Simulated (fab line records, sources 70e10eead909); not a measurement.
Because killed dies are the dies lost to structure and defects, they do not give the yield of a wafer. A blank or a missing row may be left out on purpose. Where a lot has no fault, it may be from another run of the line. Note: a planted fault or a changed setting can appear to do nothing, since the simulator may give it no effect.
Chamber matching || flow nand harc || NHARC_A_STAIRCASE_DEP_325 on pecvd-02: 3 sister chambers
The step deposits SiO2, target thk 7200 nm. 3 wafers are shown with their chamber, then 7 later ones without.

WAFERS, EACH WITH ITS CHAMBER
{"wafer": "L084.5", "chamber": 0, "rf fwd power W (W)": 499.4}
{"wafer": "L089.3", "chamber": 2, "rf fwd power W (W)": 499.2}
{"wafer": "L089.4", "chamber": 1, "rf fwd power W (W)": 501.0}

WAFERS WITHOUT THEIR CHAMBER
{"wafer": "L089.6", "rf fwd power W (W)": 500.3}
{"wafer": "L094.2", "rf fwd power W (W)": 499.5}
{"wafer": "L094.4", "rf fwd power W (W)": 501.0}
{"wafer": "L094.5", "rf fwd power W (W)": 496.3}
{"wafer": "L096.2", "rf fwd power W (W)": 499.3}
{"wafer": "L096.4", "rf fwd power W (W)": 498.5}
{"wafer": "L096.5", "rf fwd power W (W)": 501.3}

THE CHAMBER EACH PASSED THROUGH
{"wafer": "L089.6", "from the rows above": "can't be placed: 1 or 0 or 2", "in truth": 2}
{"wafer": "L094.2", "from the rows above": "can't be placed: 0 or 2 or 1", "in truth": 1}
{"wafer": "L094.4", "from the rows above": "can't be placed: 1 or 0 or 2", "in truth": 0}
{"wafer": "L094.5", "from the rows above": "can't be placed: 2 or 0 or 1", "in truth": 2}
{"wafer": "L096.2", "from the rows above": "can't be placed: 0 or 2 or 1", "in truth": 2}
{"wafer": "L096.4", "from the rows above": "can't be placed: 2 or 0 or 1", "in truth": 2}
{"wafer": "L096.5", "from the rows above": "can't be placed: 1 or 0 or 2", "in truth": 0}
Placed correctly: 0 of 7. Cannot be placed on the basis of these rows: 7; the candidates contain the true chamber in 7. Number placed wrongly: 0.
How it was worked out, from the rows above alone: a wafer's distance from a chamber is the root of the sum, over the readings, of the square of ((its reading less the chamber's mean) divided by the reading's scatter). The wafer belongs to the nearest chamber; if the next one is less than 2 further off, it can't be placed. Each chamber's mean is taken over the wafers shown for it. The scatter: root of mean squared gap, hidden wafer to nearest shown wafer, with one shown wafer a chamber.
